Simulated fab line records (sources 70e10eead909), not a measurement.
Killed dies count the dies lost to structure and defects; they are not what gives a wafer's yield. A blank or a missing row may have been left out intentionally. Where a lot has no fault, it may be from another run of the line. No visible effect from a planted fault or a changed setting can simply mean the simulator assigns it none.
Comparing a struck lot with a sound one | flow nandHarc | 22 steps out of a route of 1302
Sound: these wafers, L432.1, L432.2, L432.3. Struck: wafers L429.1, L429.6 (left out: L429.4, a lot-mate that was not struck); the cause follows at the end.
At each step with rows: each side's tool, then ch and its chambers, then its first start. Under that, the readings that differ: sound wafers | struck wafers | difference of the means | sigmas: that difference in standard deviations of wafers without a fault.
alike: readings with means less than 2 such deviations apart, plus words and numbers identical on both sides. not compared: withheld readings, readings lacking a value on some wafer, bounds such as >300 that could conceal the same value, and numbers that have no deviation in the record and whose values overlap.
Wherever a step has rows on one side only, a row that says differs or no value, or a row with sigmas, the two part there. Non-overlapping numbers with no deviation appear without sigmas and do not part them. A reading missing from all wafers of one side parts the sides only when that side holds two or more wafers.

NHARC_A_BLC_CMP_25: polishes, t overpolish 30 s, target thk 150 nm.
  sound on cmp-01 ch 0,1,2, day 28 18:11; struck on cmp-01 ch 1,3, day 28 14:26
  alike: edgeZonePressureFrac, motorCurrentA, overpolishRunS, timeToEndpointS
following that, these wafers have no rows for 1 step: NHARC_A_BLC_SRD_27.
NHARC_A_BLC_INSPECT_28:
  sound on defectInspect-02 at day 28 18:36; struck on defectInspect-02 at day 28 14:49
  alike: rawDefectCount
then, 8 steps without rows for these wafers: NHARC_A_M0_DEP_00 (deposits SiOC, target thk 150 nm); NHARC_A_M0_DEHYDRATE_01 (time 120 s); NHARC_A_M0_HMDS_02 (time 30 s); NHARC_A_M0_COAT_33 (time 65 s); NHARC_A_M0_COAT_03 (resist thk 90 nm); NHARC_A_M0_SOFTBAKE_04 (time 55 s); NHARC_A_M0_EBR_05; NHARC_A_M0_EXPOSE_06 (exposes mask A M0, target cd 80 nm).
NHARC_A_M0_PEB_07: peb time 65 s.
  sound on lithoTrack-01 ch 0, day 28 19:26; struck on lithoTrack-06 ch 0, day 28 15:38
then, 1 step without rows for these wafers: NHARC_A_M0_DEVELOP_08 (develop time 35 s).
NHARC_A_M0_CD_MEAS_09: the cd target is 80 nm.
  sound on cdSem-02 ch 0, day 28 19:31; struck on cdSem-02 ch 0, day 28 15:43
reading   | sound          | struck    | difference | sigmas
cdNm (nm) | 80.0 80.0 80.3 | 88.1 88.8 | +8.3       | +10
NHARC_A_M0_OVL_MEAS_10: pitch 160 nm.
  sound on overlay-02 at day 28 19:36; struck on overlay-02 at day 28 15:48
  alike: overlayXNm, overlayYNm
NHARC_A_M0_INSPECT_11:
  sound on defectInspect-02 at day 28 19:38; struck on defectInspect-02 at day 28 15:50
reading        | sound    | struck  | difference | sigmas
rawDefectCount | 32 29 40 | 118 108 | +79        | +2
NHARC_A_M0_DESCUM_14: chemistry O2, time 3 s.
  sound on rieDiel-10 ch 0,1,2, day 28 19:41; struck on rieDiel-05 ch 0,1, day 28 15:54
reading                      | sound             | struck      | difference | sigmas
showerheadPlenumPTorr (Torr) | 2.03 2.05 2.00    | 1.79 1.92   | -0.17      | -2
model.A_M0.cdNm (nm)         | 79.91 79.32 80.56 | 88.39 88.94 | +8.73      | 
  alike: drypumpMotorCurrentA, oesProductAu, rfVppV, throttleValvePct
  not compared: rfHoursCounterH
NHARC_A_M0_ETCH_34: etches the open film in N2/H2, target depth 40 nm, overetch 12 nm, time 43.94 s.
  sound on rieDiel-10 ch 0,1,3, day 28 19:47; struck on rieDiel-05 ch 1,2, day 28 15:59
  alike: drypumpMotorCurrentA, oesProductAu, rfVppV, showerheadPlenumPTorr, throttleValvePct
  not compared: rfHoursCounterH
NHARC_A_M0_ETCH_15: etches the open film in C4F8/Ar, target depth 150 nm, overetch 15 nm, time 82.5 s.
  sound on rieDiel-10 ch 0,1,2; struck on rieDiel-05 ch 1
reading              | sound           | struck      | difference | sigmas
model.A_M0.cdNm (nm) | 79.1 79.48 79.9 | 87.77 88.69 | +8.74      | 
  alike: oesProductAu, rfVppV
  not compared: rfHoursCounterH
NHARC_A_M0_CD_MEAS_16:
  sound on cdSem-03 at day 28 19:59; struck on cdSem-02 at day 28 16:13
reading   | sound          | struck    | difference | sigmas
cdNm (nm) | 79.4 79.5 79.7 | 87.4 88.7 | +8.5       | +8
NHARC_A_M0_STRIP_18: strips in N2/H2.
  sound on rieDiel-03 ch 0,2,3, day 28 20:04; struck on rieDiel-10 ch 2,3, day 28 16:17
  alike: drypumpMotorCurrentA, oesProductAu, rfVppV, showerheadPlenumPTorr, throttleValvePct
  not compared: rfHoursCounterH
NHARC_END_SORT_01:
  sound on prober-01 ch 0, day 30 08:03; struck on prober-02 ch 0, day 30 08:00
  alike: defectLimitedYield, killedAtArray, killedAtOther, killedAtPeriphery, killedDies, killedOpen, killedShort

## WHERE THEY PART
First at NHARC_A_M0_CD_MEAS_09; last, within this record, at NHARC_A_M0_CD_MEAS_16. Later steps at which nothing parts them and some readings are alike: NHARC_A_M0_STRIP_18, NHARC_END_SORT_01.

WHY: what the simulator had put in
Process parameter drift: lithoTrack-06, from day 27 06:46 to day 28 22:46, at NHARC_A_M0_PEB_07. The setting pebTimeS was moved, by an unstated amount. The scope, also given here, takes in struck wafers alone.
